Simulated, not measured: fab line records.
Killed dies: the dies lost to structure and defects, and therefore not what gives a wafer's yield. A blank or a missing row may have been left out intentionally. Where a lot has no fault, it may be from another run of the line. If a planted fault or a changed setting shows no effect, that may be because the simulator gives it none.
Matching of chambers	flow nand_harc	NHARC_P_GATE_STRIP_108 on rie_diel-08: 4 sister chambers
The step strips in O2. 4 wafers are shown with their chamber, then 7 later ones without.

== WAFERS, EACH WITH ITS CHAMBER ==
wafer	chamber	showerhead_plenum_p_Torr (Torr)
L702.3	1	3.34
L702.5	3	3.49
L703.1	0	3.34
L703.3	2	3.30

== WAFERS WITHOUT THEIR CHAMBER ==
wafer	showerhead_plenum_p_Torr (Torr)
L703.5	3.30
L705.1	3.29
L705.2	3.34
L705.6	3.34
L707.1	3.34
L707.3	3.49
L707.6	3.34

== CHAMBER TAKEN BY EACH ==
wafer	from the rows above	in truth
L703.5	2	2
L705.1	2	2
L705.2	can't be placed: 0 or 1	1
L705.6	can't be placed: 0 or 1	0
L707.1	can't be placed: 0 or 1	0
L707.3	3	3
L707.6	can't be placed: 0 or 1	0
Correctly placed: 3 of 7. These rows do not allow placing 4 (true chamber among the candidates in 4). Number placed wrongly: 0.
How it was worked out, from the rows above alone: a wafer's distance from a chamber is the root of the sum, over the readings, of the square of ((its reading less the chamber's mean) divided by the reading's scatter). The wafer belongs to the nearest chamber; if the next one is less than 2 further off, it can't be placed. A chamber's mean is the mean of its shown wafers. The scatter (one wafer shown for each chamber): square how far every hidden wafer sits from the nearest shown wafer, average those squares and take the square root.
